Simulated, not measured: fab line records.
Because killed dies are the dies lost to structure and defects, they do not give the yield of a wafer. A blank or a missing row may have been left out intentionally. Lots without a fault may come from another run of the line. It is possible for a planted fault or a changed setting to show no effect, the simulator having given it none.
fab line records ; flow n5-finfet
record: lots: 14; wafers: 39; last-day: 17
route steps=1938 shown DUMMY_GATE@235 SD_EPI_N@267
lots that met no fault: from a run of the same line without faults
start-h: hours from the record's opening day to when the first of the lot's shown wafers began ; wait-h: hours elapsed since this lot's preceding step ; " unchanged from the row above ; L1.1+2: one row covering several wafers at once ; - no value, or no start given ; * or withheld: withheld ; < > ~ a bound
route shown NAME@n: a module of which the file shows steps, and the number in the route of the first ; usual: mean/standard deviation of fault-free wafers ; same: alike in all rows ; chamber/n: place in a boat ; sites: the reading at each site ; _std_site: their standard deviation ; _edge_site: inner sites' mean taken away from outer sites' mean ; radius-mm: how far each site lies from the wafer's centre ; mask NAME#n: copy n ; behind: the last tool/chamber to shape the wafer ; hold: reason for holding the lot/hours on hold/outcome of the hold ; device: whichever transistor did not switch (one of n, p or np) ; end of line: the same wafers' tests at the end of the route ; where a step has no rows: the recipe by itself ; killed: dies lost to structure and defects at the first sort, not the wafer's yield ; map: dies across one wafer; x = killed, . = not, _ = none there
set.NAME: the setting as run; set.NAME@STEP: as run at that earlier step ; model.NAME: the simulator's own value behind a step, which no gauge read
route steps across a sampled set of lots; one table per step, one row per wafer
services: a tool's chamber out of use, with start hour (start-h, from the record's first day; less than 0 if before it), hours out, and reason
== steps ==
step: N5_DUMMY_GATE_ETCH_29
recipe: chemistry: N2/H2; target: underlayer; target-depth-a: 130; ion-energy-ev: 200; pressure-mtorr: 30; source-w: 840; bias-w: 150; n2-flow-sccm: 200; h2-flow-sccm: 200
usual: drypump-motor-current-A: 5.77/0.25; oes-product-au: 0.79/0.092; rf-vpp-V: 524.1/2.4; showerhead-plenum-p-Torr: 2.55/0.083; throttle-valve-pct: 17.94/0.22
lot.wafer;tool;chamber;start-h;wait-h;drypump-motor-current-A;oes-product-au;rf-hours-counter-h;rf-vpp-V;showerhead-plenum-p-Torr;throttle-valve-pct
L810.1;rie-diel-05;2;47.00;0.0;5.59;0.94;17;525.9;2.60;17.65
L810.2;rie-diel-05;0;47.00;0.0;5.85;0.82;108;521.9;2.45;17.93
L810.3;rie-diel-05;1;47.00;0.0;5.73;0.77;122;523.8;2.54;17.50
L811.2;rie-diel-06;0;52.55;0.0;5.85;0.78;113;523.9;2.54;18.00
L811.3;rie-diel-06;1;52.55;0.0;5.93;0.76;131;525.6;2.67;17.95
L811.6;rie-diel-06;2;52.55;0.0;5.55;0.72;-;523.1;2.55;17.90
L812.2;rie-diel-05;2;60.11;0.1;5.60;0.95;21;527.5;2.59;17.66
L812.5;rie-diel-05;2;60.11;0.1;5.57;0.95;-;524.4;2.59;17.65
L812.6;rie-diel-05;3;60.11;0.1;6.14;0.67;-;519.8;2.40;18.39
L815.1;rie-diel-06;1;75.37;0.0;5.95;0.77;139;526.6;2.66;17.97
L815.2;rie-diel-06;0;75.37;0.0;5.83;0.76;120;524.1;2.54;18.01
L815.4;rie-diel-06;3;75.37;0.0;5.78;0.98;6;525.4;2.61;18.00
L816.2;rie-diel-06;3;82.07;0.0;5.77;0.98;8;525.5;2.61;17.99
L816.3;rie-diel-06;1;82.07;0.0;5.94;0.76;141;527.8;2.66;17.96
L816.6;rie-diel-06;3;82.07;0.0;5.78;0.97;-;525.5;2.61;17.99
L820.1;rie-diel-06;1;106.43;0.0;5.93;0.76;149;527.8;2.66;17.98
L820.2;rie-diel-06;3;106.43;0.0;5.79;0.95;16;525.6;2.60;17.99
L820.4;rie-diel-06;2;106.43;0.0;5.54;0.71;187;521.6;2.54;17.90
L822.2;rie-diel-06;1;118.06;0.0;5.96;0.76;152;526.3;2.66;17.98
L822.3;rie-diel-06;3;118.06;0.0;5.77;0.95;20;525.0;2.60;18.01
L822.4;rie-diel-06;0;118.06;0.0;5.85;0.76;133;524.4;2.53;18.04
L821.1;rie-diel-06;2;119.67;0.0;5.52;0.70;191;522.5;2.54;17.92
L821.4;rie-diel-06;0;119.67;0.0;5.86;0.74;133;524.8;2.53;18.04
L821.5;rie-diel-06;1;119.67;0.0;5.90;0.75;-;526.9;2.66;17.98
L826.4;rie-diel-06;3;143.53;0.0;5.76;0.93;28;525.2;2.60;18.03
L826.6;rie-diel-06;2;143.53;0.0;5.53;0.69;-;522.4;2.53;17.92
L827.1;rie-diel-03;1;149.41;0.0;6.23;0.73;180;520.7;2.43;18.11
L827.2;rie-diel-03;3;149.41;0.0;5.23;0.75;167;525.3;2.54;18.07
L828.1;rie-diel-06;1;155.80;0.0;5.92;0.75;164;527.0;2.65;18.01
L828.2;rie-diel-06;0;155.80;0.0;5.83;0.73;145;523.7;2.53;18.05
L829.1;rie-diel-05;2;160.93;0.0;5.59;0.90;50;524.9;2.58;17.69
L829.3;rie-diel-05;0;160.93;0.0;5.84;0.79;138;520.7;2.44;17.97
L829.4;rie-diel-05;1;160.93;0.0;5.75;0.74;155;523.9;2.53;17.57
L830.4;rie-diel-03;2;165.40;0.0;5.54;0.95;1;527.9;2.72;17.68
L830.5;rie-diel-03;1;165.40;0.0;6.21;0.72;-;520.2;2.43;18.11
L830.6;rie-diel-03;0;165.40;0.0;5.37;0.71;-;521.8;2.53;18.18
L833.3;rie-diel-03;2;183.63;0.0;5.52;0.93;7;528.9;2.72;17.67
L833.4;rie-diel-03;1;183.63;0.0;6.23;0.72;192;520.7;2.42;18.12
L833.6;rie-diel-03;2;183.63;0.0;5.56;0.93;-;528.7;2.72;17.68
step: N5_DUMMY_GATE_ETCH_32
recipe: chemistry: CF4; target: SiO2; target-depth-a: 35; time-s: 3.9; ion-energy-ev: 350; pressure-mtorr: 10; icp-w: 800; bias-w: 400; cf4-flow-sccm: 80
usual: drypump-motor-current-A: 5.7/0.46; oes-product-au: 1.009/0.021; throttle-valve-pct: 21.8/0.32
lot.wafer;tool;chamber;start-h;wait-h;drypump-motor-current-A;oes-product-au;rf-hours-counter-h;throttle-valve-pct
L810.1;rie-si-06;1;47.60;0.1;6.7;1.029;105;21.6
L810.2;rie-si-06;0;47.60;0.1;6.7;1.028;168;22.0
L810.3;rie-si-06;2;47.60;0.1;5.0;1.031;19;22.0
L811.2;rie-si-04;0;53.16;0.1;6.0;1.007;180;21.7
L811.3;rie-si-04;1;53.16;0.1;5.9;1.013;48;21.9
L811.6;rie-si-04;0;53.16;0.1;6.0;1.009;-;21.7
L812.2;rie-si-06;2;60.82;0.1;5.0;1.034;19;22.0
L812.5;rie-si-06;2;60.82;0.1;5.0;1.027;-;22.0
L812.6;rie-si-06;3;60.82;0.1;5.5;1.023;-;21.6
L815.1;rie-si-06;3;76.35;0.1;5.5;1.019;66;21.6
L815.2;rie-si-06;1;76.35;0.1;6.7;1.025;106;21.7
L815.4;rie-si-06;2;76.35;0.1;5.0;1.019;-;22.0
L816.2;rie-si-04;1;82.68;0.1;5.8;0.993;49;21.9
L816.3;rie-si-04;2;82.68;0.1;5.4;1.009;136;22.0
L816.6;rie-si-04;0;82.68;0.1;6.0;1.015;-;21.7
L820.1;rie-si-06;1;107.04;0.1;6.7;1.022;106;21.6
L820.2;rie-si-06;0;107.04;0.1;6.7;1.017;169;22.0
L820.4;rie-si-06;2;107.04;0.1;5.0;1.017;20;22.0
L822.2;rie-si-01;0;118.67;0.1;6.0;0.988;129;21.2
L822.3;rie-si-01;3;118.67;0.1;5.5;0.980;115;21.7
L822.4;rie-si-01;2;118.67;0.1;5.6;1.054;157;21.4
L821.1;rie-si-06;0;120.28;0.1;6.7;1.013;169;22.0
L821.4;rie-si-06;3;120.28;0.1;5.5;1.021;67;21.6
L821.5;rie-si-06;3;120.28;0.1;5.5;1.017;-;21.6
L826.4;rie-si-04;2;144.13;0.0;5.4;1.025;137;22.0
L826.6;rie-si-04;1;144.13;0.0;5.9;0.997;-;21.9
L827.1;rie-si-04;2;150.02;0.1;5.4;1.017;137;22.0
L827.2;rie-si-04;1;150.02;0.1;5.8;1.007;50;21.9
L828.1;rie-si-01;1;156.44;0.1;5.1;1.000;86;21.5
L828.2;rie-si-01;3;156.44;0.1;5.5;0.977;115;21.7
L829.1;rie-si-01;3;161.76;0.1;5.5;0.977;115;21.7
L829.3;rie-si-01;1;161.76;0.1;5.2;1.002;86;21.5
L829.4;rie-si-01;0;161.76;0.1;6.0;0.991;130;21.2
L830.4;rie-si-01;1;166.00;0.1;5.2;0.997;87;21.5
L830.5;rie-si-01;2;166.00;0.1;5.6;1.060;-;21.4
L830.6;rie-si-01;1;166.00;0.1;5.2;0.993;-;21.5
L833.3;rie-si-04;1;184.46;0.1;5.8;1.004;50;21.9
L833.4;rie-si-04;2;184.46;0.1;5.4;1.021;138;22.0
L833.6;rie-si-04;1;184.46;0.1;5.8;1.008;-;21.9
step: N5_SD_EPI_N_EXPOSE_06
recipe: mask-id: SD_N_BLK; na: 1.35; source-shape: conventional; sigma-outer: 0.8; polarization: unpolarized; target-cd-nm: 120; dose-mj: 39.75
usual: exposure-dose-mJ-cm2: 39.75/0.1; focus-offset-nm: 0.0/0.5; stage-vel-mm-s: 500.00/0.24
lot.wafer;tool;chamber;start-h;wait-h;mask;exposure-dose-mJ-cm2;focus-offset-nm;stage-vel-mm-s
L810.1;arfi-scanner-01;0;48.98;-;SD_N_BLK#0;39.81;-0.1;500.10
L810.2;arfi-scanner-01;0;48.98;-;SD_N_BLK#0;39.76;0.5;500.21
L810.3;arfi-scanner-01;0;48.98;-;SD_N_BLK#0;39.74;0.3;499.79
L811.2;arfi-scanner-01;0;54.66;-;SD_N_BLK#0;39.77;-0.8;500.07
L811.3;arfi-scanner-01;0;54.66;-;SD_N_BLK#0;39.80;0.6;500.03
L811.6;arfi-scanner-01;0;54.66;-;SD_N_BLK#0;39.81;-0.6;500.26
L812.2;arfi-scanner-01;0;62.07;-;SD_N_BLK#0;39.72;0.3;500.52
L812.5;arfi-scanner-01;0;62.07;-;SD_N_BLK#0;39.71;0.3;499.84
L812.6;arfi-scanner-01;0;62.07;-;SD_N_BLK#0;39.74;-0.2;500.08
L815.1;arfi-scanner-02;0;77.72;-;SD_N_BLK#0;39.70;-0.4;500.05
L815.2;arfi-scanner-02;0;77.72;-;SD_N_BLK#0;39.77;-0.6;500.10
L815.4;arfi-scanner-02;0;77.72;-;SD_N_BLK#0;39.64;-0.3;500.13
L816.2;arfi-scanner-01;0;84.20;-;SD_N_BLK#0;39.74;0.0;499.87
L816.3;arfi-scanner-01;0;84.20;-;SD_N_BLK#0;39.75;-0.7;499.53
L816.6;arfi-scanner-01;0;84.20;-;SD_N_BLK#0;39.73;-0.9;499.65
L820.1;arfi-scanner-02;0;109.04;-;SD_N_BLK#0;39.74;0.2;500.36
L820.2;arfi-scanner-02;0;109.04;-;SD_N_BLK#0;39.70;-0.1;499.92
L820.4;arfi-scanner-02;0;109.04;-;SD_N_BLK#0;39.75;0.3;499.90
L822.2;arfi-scanner-01;-;120.03;-;SD_N_BLK#0;-;-;-
L822.3;arfi-scanner-01;-;120.03;-;SD_N_BLK#0;-;-;-
L822.4;arfi-scanner-01;-;120.03;-;SD_N_BLK#0;-;-;-
L821.1;arfi-scanner-03;-;121.73;-;SD_N_BLK#0;-;-;-
L821.4;arfi-scanner-03;-;121.73;-;SD_N_BLK#0;-;-;-
L821.5;arfi-scanner-03;-;121.73;-;SD_N_BLK#0;-;-;-
L826.4;arfi-scanner-01;0;145.51;-;SD_N_BLK#0;39.94;-0.5;499.82
L826.6;arfi-scanner-01;0;145.51;-;SD_N_BLK#0;39.95;-0.6;499.57
L827.1;arfi-scanner-01;0;151.25;-;SD_N_BLK#0;39.93;-0.6;499.89
L827.2;arfi-scanner-01;0;151.25;-;SD_N_BLK#0;39.98;0.6;500.20
L828.1;arfi-scanner-01;0;157.83;-;SD_N_BLK#0;40.07;-0.8;499.87
L828.2;arfi-scanner-01;0;157.83;-;SD_N_BLK#0;40.05;-0.2;499.77
L829.1;arfi-scanner-02;0;163.14;-;SD_N_BLK#0;39.71;0.2;500.06
L829.3;arfi-scanner-02;0;163.14;-;SD_N_BLK#0;39.71;0.2;500.03
L829.4;arfi-scanner-02;0;163.14;-;SD_N_BLK#0;39.77;0.3;499.96
L830.4;arfi-scanner-02;0;167.77;-;SD_N_BLK#0;39.64;0.7;500.41
L830.5;arfi-scanner-02;0;167.77;-;SD_N_BLK#0;39.66;1.8;500.20
L830.6;arfi-scanner-02;0;167.77;-;SD_N_BLK#0;39.65;0.5;500.23
L833.3;arfi-scanner-02;0;187.27;-;SD_N_BLK#0;39.67;-0.4;499.79
L833.4;arfi-scanner-02;0;187.27;-;SD_N_BLK#0;39.75;-0.1;499.87
L833.6;arfi-scanner-02;0;187.27;-;SD_N_BLK#0;39.75;0.2;499.83
step: N5_SD_EPI_N_DESCUM_14
recipe: chemistry: O2; time-s: 7.9; source-power-w: 50; bias-power-w: 20; pressure-mtorr: 20; rf-frequency-hz: 2.712e+07; temp-c: 40; resist: CAR-ArF-block; o2-flow-sccm: 225
usual: drypump-motor-current-A: 5.9/0.4; oes-product-au: 0.78/0.09; rf-vpp-V: 243.2/1.2; showerhead-plenum-p-Torr: 2.11/0.052; throttle-valve-pct: 20.54/0.28
lot.wafer;tool;chamber;start-h;wait-h;drypump-motor-current-A;oes-product-au;rf-hours-counter-h;rf-vpp-V;showerhead-plenum-p-Torr;throttle-valve-pct
L810.1;rie-diel-01;2;49.24;0.1;6.4;0.72;204;244.7;2.15;20.31
L810.2;rie-diel-01;1;49.24;0.1;5.8;0.70;225;245.4;2.16;20.59
L810.3;rie-diel-01;0;49.24;0.1;5.9;0.77;160;243.5;2.02;20.84
L811.2;rie-diel-04;2;54.87;0.0;5.4;0.70;194;245.8;2.18;20.74
L811.3;rie-diel-04;1;54.87;0.0;6.6;0.89;24;242.1;2.05;20.31
L811.6;rie-diel-04;2;54.87;0.0;5.4;0.70;-;242.9;2.18;20.75
L812.2;rie-diel-02;0;62.28;0.0;5.9;0.80;125;243.6;2.11;20.63
L812.5;rie-diel-02;0;62.28;0.0;5.9;0.80;-;243.2;2.11;20.63
L812.6;rie-diel-02;2;62.28;0.0;6.0;0.84;-;243.9;2.14;20.14
L815.1;rie-diel-04;1;78.46;0.6;6.6;0.87;34;241.4;2.04;20.32
L815.2;rie-diel-04;2;78.46;0.6;5.4;0.69;204;245.1;2.18;20.77
L815.4;rie-diel-04;3;78.46;0.6;5.2;0.73;199;243.1;2.06;20.71
L816.2;rie-diel-01;0;84.40;0.0;5.9;0.75;175;240.5;2.02;20.87
L816.3;rie-diel-01;2;84.40;0.0;6.4;0.71;219;243.2;2.14;20.33
L816.6;rie-diel-01;3;84.40;0.0;5.6;0.84;-;243.2;2.13;20.78
L820.1;rie-diel-01;3;109.25;0.0;5.6;0.82;94;242.9;2.13;20.81
L820.2;rie-diel-01;0;109.25;0.0;5.9;0.75;183;241.4;2.01;20.88
L820.4;rie-diel-01;1;109.25;0.0;5.8;0.68;247;244.5;2.15;20.62
L822.2;rie-diel-01;0;120.76;0.6;5.9;0.74;187;242.3;2.01;20.89
L822.3;rie-diel-01;2;120.76;0.6;6.4;0.70;231;243.8;2.14;20.34
L822.4;rie-diel-01;3;120.76;0.6;5.6;0.83;-;242.8;2.13;20.81
L821.1;rie-diel-02;1;123.36;1.5;6.3;0.92;15;245.2;2.15;20.51
L821.4;rie-diel-02;2;123.36;1.5;6.0;0.82;78;243.0;2.13;20.17
L821.5;rie-diel-02;0;123.36;1.5;5.9;0.78;-;244.3;2.10;20.65
L826.4;rie-diel-04;2;145.70;0.0;5.4;0.68;224;242.7;2.17;20.77
L826.6;rie-diel-04;3;145.70;0.0;5.2;0.71;-;243.5;2.06;20.73
L827.1;rie-diel-02;2;151.46;0.0;6.0;0.82;89;245.1;2.13;20.18
L827.2;rie-diel-02;1;151.46;0.0;6.3;0.89;26;243.6;2.15;20.51
L828.1;rie-diel-01;0;158.04;0.0;5.9;0.73;206;240.7;2.01;20.90
L828.2;rie-diel-01;1;158.04;0.0;5.8;0.99;6;244.0;2.15;20.38
L829.1;rie-diel-04;2;163.67;0.4;5.4;0.68;230;243.5;2.17;20.78
L829.3;rie-diel-04;3;163.67;0.4;5.2;0.71;227;243.2;2.05;20.74
L829.4;rie-diel-04;0;163.67;0.4;5.9;0.96;13;243.4;2.14;19.89
L830.4;rie-diel-01;1;167.98;0.0;5.8;0.97;-;243.2;2.15;20.38
L830.5;rie-diel-01;3;167.98;0.0;5.6;0.80;-;242.5;2.12;20.84
L830.6;rie-diel-01;0;167.98;0.0;5.9;0.72;-;241.7;2.00;20.92
L833.3;rie-diel-04;1;187.53;0.1;6.5;0.83;65;241.5;2.03;20.37
L833.4;rie-diel-04;2;187.53;0.1;5.4;0.67;238;244.9;2.17;20.81
L833.6;rie-diel-04;3;187.53;0.1;5.2;0.70;-;242.0;2.05;20.76
== services ==
tool;chamber;start-h;hours;kind
rie-diel-05;-;23.95;0.3;repair
arfi-scanner-01;-;24.56;4.8;pm
rie-si-01;3;40.56;10.5;repair
rie-si-04;2;53.29;3.8;repair
rie-diel-05;1;55.98;6.4;repair
arfi-scanner-02;-;56.17;0.9;repair
rie-diel-05;0;58.55;9.7;repair
rie-diel-01;-;72.88;0.5;repair
rie-si-06;0;74.31;2.6;repair
rie-si-01;2;76.92;11.9;repair
arfi-scanner-02;-;78.05;1.3;pm
rie-diel-06;2;78.81;9.3;repair
rie-si-04;1;93.20;8.0;repair
arfi-scanner-01;-;93.35;0.8;pm
rie-diel-06;1;113.13;2.7;repair
arfi-scanner-01;-;121.02;1.3;pm
arfi-scanner-02;-;122.99;0.8;pm
rie-diel-04;3;133.21;1.2;repair
arfi-scanner-02;-;140.93;1.6;repair
arfi-scanner-02;-;147.50;1.0;pm
arfi-scanner-01;-;172.07;1.0;pm
arfi-scanner-01;-;179.32;1.1;repair
rie-si-04;-;179.37;2.8;pm
arfi-scanner-01;-;185.77;4.9;pm
== key ==
first-sign: step: N5_SD_EPI_N_EXPOSE_06; reading: tool-record; direction: missing
effect none on later readings
met-at N5_SD_EPI_N_EXPOSE_06
struck-lots L821,L822
later-rows-left-out L821.1,L821.4,L821.5,L822.2,L822.3,L822.4
sort-left-out L821.1,L821.4,L821.5,L822.2,L822.3,L822.4
tester-left-out L821,L822
not-acting-at N5_DUMMY_GATE_ETCH_29,N5_DUMMY_GATE_ETCH_32,N5_SD_EPI_N_DESCUM_14
onset-between 84.20 120.03
fault: kind: skipped-step-whole; tool: arfi-scanner-01,arfi-scanner-03; chamber: -; onset-h: 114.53; steps: N5_SD_EPI_N_EXPOSE_06; scope: struck-lots-only
tester-left-out: of these lots the tester's yield and bins aren't shown, on N5 and GAA mostly nor the transistor test; their killed dies are dies lost to structure and defects alone, not to doping, threshold or leakage, so they don't give the yield
sort-left-out: the simulated sort isn't trusted on such a fault, so these wafers' sort isn't shown, and their yield isn't known
later-rows-left-out: the simulator's readings of these wafers behind a module that went badly wrong aren't trusted and aren't shown, but for the sort
